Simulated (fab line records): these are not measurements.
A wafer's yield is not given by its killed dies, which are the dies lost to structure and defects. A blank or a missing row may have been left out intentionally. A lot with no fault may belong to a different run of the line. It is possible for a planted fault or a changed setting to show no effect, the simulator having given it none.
A struck lot beside a sound one    flow nand-harc    14 out of 1302 route steps
Sound: these wafers, L179.1, L179.2, L179.5. Struck: wafer L188.4; the same lot's L188.5 was not struck, so it is left out; see the end for the cause.
At each step with rows: each side's tool, then ch and its chambers, then its first start. Under that, the readings that differ: sound wafers    struck wafers    difference of the means    sigmas: that difference in standard deviations of wafers without a fault.
alike: readings with means less than 2 such deviations apart, plus words and numbers identical on both sides. not compared: withheld readings, readings lacking a value on some wafer, bounds such as >300 that could conceal the same value, and numbers that have no deviation in the record and whose values overlap.
The two part at a step that has a row with sigmas, a row that says differs or no value, or rows on one side only. Non-overlapping numbers with no deviation appear without sigmas and do not part them. Lack of a reading on every wafer of one side parts them only where that side has two or more wafers.

first, 6 steps without rows for these wafers: NHARC_A_CHANNEL_HOLE_D2_COAT_04 (resist thk 90 nm); NHARC_A_CHANNEL_HOLE_D2_SOFTBAKE_05 (time 55 s); NHARC_A_CHANNEL_HOLE_D2_EBR_06; NHARC_A_CHANNEL_HOLE_D2_EXPOSE_07 (exposes mask HOLE D2, target cd 100 nm); NHARC_A_CHANNEL_HOLE_D2_PEB_08 (peb time 65 s); NHARC_A_CHANNEL_HOLE_D2_DEVELOP_09 (develop time 35 s).
NHARC_A_CHANNEL_HOLE_D2_CD_MEAS_10: the cd target is 100 nm.
  sound on cd-sem-02 ch 0, day 14 17:59; struck on cd-sem-03 ch 0, day 19 00:49
  alike: cd-nm
NHARC_A_CHANNEL_HOLE_D2_OVL_MEAS_11:
  sound on overlay-02 at day 14 18:05; struck on overlay-02 at day 19 00:54
  alike: overlay-x-nm, overlay-y-nm
NHARC_A_CHANNEL_HOLE_D2_INSPECT_12:
  sound on defect-inspect-01 at day 14 18:07; struck on defect-inspect-02 at day 19 00:56
  alike: raw-defect-count
NHARC_A_CHANNEL_HOLE_D2_DESCUM_15: chemistry O2, time 3 s.
  sound on rie-diel-04 ch 0,1, day 14 18:11; struck on rie-diel-04 ch 0, day 19 00:59
  alike: drypump-motor-current-A, oes-product-au, rf-vpp-V, showerhead-plenum-p-Torr, throttle-valve-pct
  not compared: rf-hours-counter-h
NHARC_A_CHANNEL_HOLE_D2_ETCH_38: etches the open film in CF4, target depth 39 nm, time 65 s.
  sound on rie-diel-04 ch 0,3, day 14 18:16; struck on rie-diel-04 ch 1, day 19 01:05
  alike: cf4-flow-sccm, drypump-motor-current-A, oes-product-au, rf-fwd-power-W, rf-vpp-V, showerhead-plenum-p-Torr, throttle-valve-pct
  not compared: rf-hours-counter-h
NHARC_A_CHANNEL_HOLE_D2_ETCH_39: etches the open film in N2/H2, target depth 260 nm, time 325 s.
  sound: rie-diel-04 ch 0,1,2; struck: rie-diel-04 ch 3
  alike: drypump-motor-current-A, n2-flow-sccm, oes-product-au, rf-fwd-power-W, rf-vpp-V, showerhead-plenum-p-Torr, throttle-valve-pct
  not compared: rf-hours-counter-h
NHARC_A_CHANNEL_HOLE_D2_ETCH_34: etches the open film in CF4/CHF3, target depth 154 nm, time 77 s.
  sound on rie-diel-04 ch 0,3, day 14 18:37; struck on rie-diel-04 ch 2, day 19 01:26
reading                sound              struck  difference  sigmas
oes-product-au (a.u.)  0.982 0.954 0.981  0.896   -0.076      -5
  alike: cf4-flow-sccm, drypump-motor-current-A, rf-fwd-power-W, rf-vpp-V, showerhead-plenum-p-Torr, throttle-valve-pct
  not compared: rf-hours-counter-h
NHARC_A_CHANNEL_HOLE_D2_ETCH_16: etches the open film in O2/COS, target depth 3100 nm, time 806 s.
  sound: rie-diel-04 ch 0,1,2; struck: rie-diel-04 ch 3
  alike: drypump-motor-current-A, oes-product-au, rf-fwd-power-W, rf-vpp-V, showerhead-plenum-p-Torr, throttle-valve-pct
  not compared: rf-hours-counter-h

## WHERE THEY PART
Within this record, at NHARC_A_CHANNEL_HOLE_D2_ETCH_34 only. Later steps at which nothing parts them and some readings are alike: NHARC_A_CHANNEL_HOLE_D2_ETCH_16.

WHY: what the simulator had put in
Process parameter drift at NHARC_A_CHANNEL_HOLE_D2_ETCH_34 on rie-diel-04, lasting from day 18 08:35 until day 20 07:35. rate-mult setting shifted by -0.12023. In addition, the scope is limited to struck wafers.
